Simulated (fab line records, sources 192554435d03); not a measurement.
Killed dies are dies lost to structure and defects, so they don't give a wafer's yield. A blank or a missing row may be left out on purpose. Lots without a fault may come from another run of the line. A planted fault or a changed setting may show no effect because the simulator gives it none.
Split-lot experiment | flow n5_finfet | 7 lots, 21 wafers read, on a route of 1938 steps

THE SPLIT
At N5_BEOL_M7_DESCUM_33 (chemistry O2, time 7 s), the setting time_s was moved away from the recipe's 7 s on 5 of the 21 wafers read, by -15.6% to +10.5%. The other wafers ran this setting at the recipe's value.

The file shows no step between the split and the reading.

THE READING
CAR-EUV_of_BEOL_M7_COAT_22.thk_nm (the simulator's own value, which no gauge read), in nm, at N5_BEOL_M7_ETCH_72 (etches underlayer in N2/H2, target depth 6.5 nm, time 5.2 s). The file gives no usual value for it. The 16 wafers here that ran the recipe average 20.3 nm, standard deviation 0.1 nm.

wafer  | tool, chamber at the split | time_s as run, s | against the recipe | CAR-EUV_of_BEOL_M7_COAT_22.thk_nm, nm | against lot-mates on the recipe
L076.3 | rie_diel-03, 1             | 7                | recipe             | 20.2                                  | -
L076.4 | rie_diel-03, 0             | 7                | recipe             | 20.2                                  | -
L076.5 | rie_diel-03, 1             | 7                | recipe             | 20.2                                  | -
L078.2 | rie_diel-03, 3             | 7                | recipe             | 20.2                                  | -
L078.4 | rie_diel-03, 1             | 7                | recipe             | 20.2                                  | -
L078.3 | rie_diel-03, 2             | 7                | recipe             | 20.4                                  | -
L080.2 | rie_diel-06, 0             | 7                | recipe             | 20.4                                  | -
L080.3 | rie_diel-06, 3             | 7                | recipe             | 20.4                                  | -
L080.4 | rie_diel-06, 2             | 7                | recipe             | 20.4                                  | -
L084.1 | rie_diel-03, 1,3           | 7                | recipe             | 20.4                                  | -
L084.2 | rie_diel-03, 2             | 7.738            | +10.5%             | 20                                    | -0.3
L084.3 | rie_diel-03, 1,3           | 7                | recipe             | 20.2                                  | -
L083.2 | rie_diel-05, 3             | 5.907            | -15.6%             | 21                                    | +0.6
L083.6 | rie_diel-05, 0             | 5.907            | -15.6%             | 21                                    | +0.6
L083.3 | rie_diel-05, 2             | 7                | recipe             | 20.4                                  | -
L087.1 | rie_diel-06, 3             | 7                | recipe             | 20.4                                  | -
L087.2 | rie_diel-06, 0,1           | 6.309            | -9.9%              | 20.8                                  | +0.4
L087.4 | rie_diel-06, 0,1           | 6.309            | -9.9%              | 20.8                                  | +0.4
L090.1 | rie_diel-03, 3,0,1         | 7                | recipe             | 20.2                                  | -
L090.3 | rie_diel-03, 3,0,1         | 7                | recipe             | 20.2                                  | -
L090.2 | rie_diel-03, 3,0,1         | 7                | recipe             | 20.4                                  | -
Where a row lists several chambers, the file gives one row for several wafers and doesn't say which wafer went through which chamber.

THE FIT
A straight line over all 21 wafers: CAR-EUV_of_BEOL_M7_COAT_22.thk_nm changes by -0.0431 nm for each +1% of time_s; r = -0.94; the points scatter about the line by 0.1 nm.
The same after taking each lot's own level away (the mean of its wafers on the recipe; 21 wafers): -0.0371 nm for each +1%; r = -0.96; scatter 0.066 nm.
On that fit, the largest move of time_s shifts the reading by 0.58 nm.
The lots' own levels span 20.20 to 20.40 nm, that is 2.0 times the standard deviation above.
So the lot-to-lot level changes the slope: the two fits differ.
Check: with one of the wafers moved furthest among these (-15.6%) left out of the fit, the line predicts +0.583 nm for it against its lot-mates. It came out at +0.6 nm against them.

OTHER SPLITS ON THESE WAFERS
These wafers also went through other splits before the reading. Each is held against what the fit with the lots' levels taken away leaves over:
other split on the same wafers     | wafers away from the commonest value | r with CAR-EUV_of_BEOL_M7_COAT_22.thk_nm (lot level and that fit taken away)
N5_BEOL_M4_DESCUM_33 time_s        | 9                                    | +0.17
N5_BEOL_M4_TRENCH_ETCH_37 source_w | 6                                    | -0.09
N5_BEOL_M5_COAT_22 spin_rpm        | 6                                    | +0.02
N5_BEOL_M5_ETCH_68 time_s          | 3                                    | -0.03
N5_BEOL_M6_EXPOSE_25 dose_mj       | 8                                    | +0.16
N5_BEOL_M7_EXPOSE_25 dose_mj       | 6                                    | -0.10

THE WHOLE CHAIN: every reading that the file lists as answering this split, in the file's order
step                 | what it does                                                | reading                                                                            | change (the file's fit)                | r (the file's)
N5_BEOL_M7_DESCUM_33 | chemistry O2, time 7 s                                      | CAR-EUV_of_BEOL_M7_COAT_22.thk_nm (the simulator's own value, which no gauge read) | -0.0297 nm for each +1% of the setting | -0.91
N5_BEOL_M7_ETCH_72   | etches underlayer in N2/H2, target depth 6.5 nm, time 5.2 s | CAR-EUV_of_BEOL_M7_COAT_22.thk_nm (the simulator's own value, which no gauge read) | -0.0364 nm for each +1% of the setting | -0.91

THE FILE'S OWN FIT
CAR-EUV_of_BEOL_M7_COAT_22.thk_nm changes by -0.0364 nm for each +1% of time_s, r = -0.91.
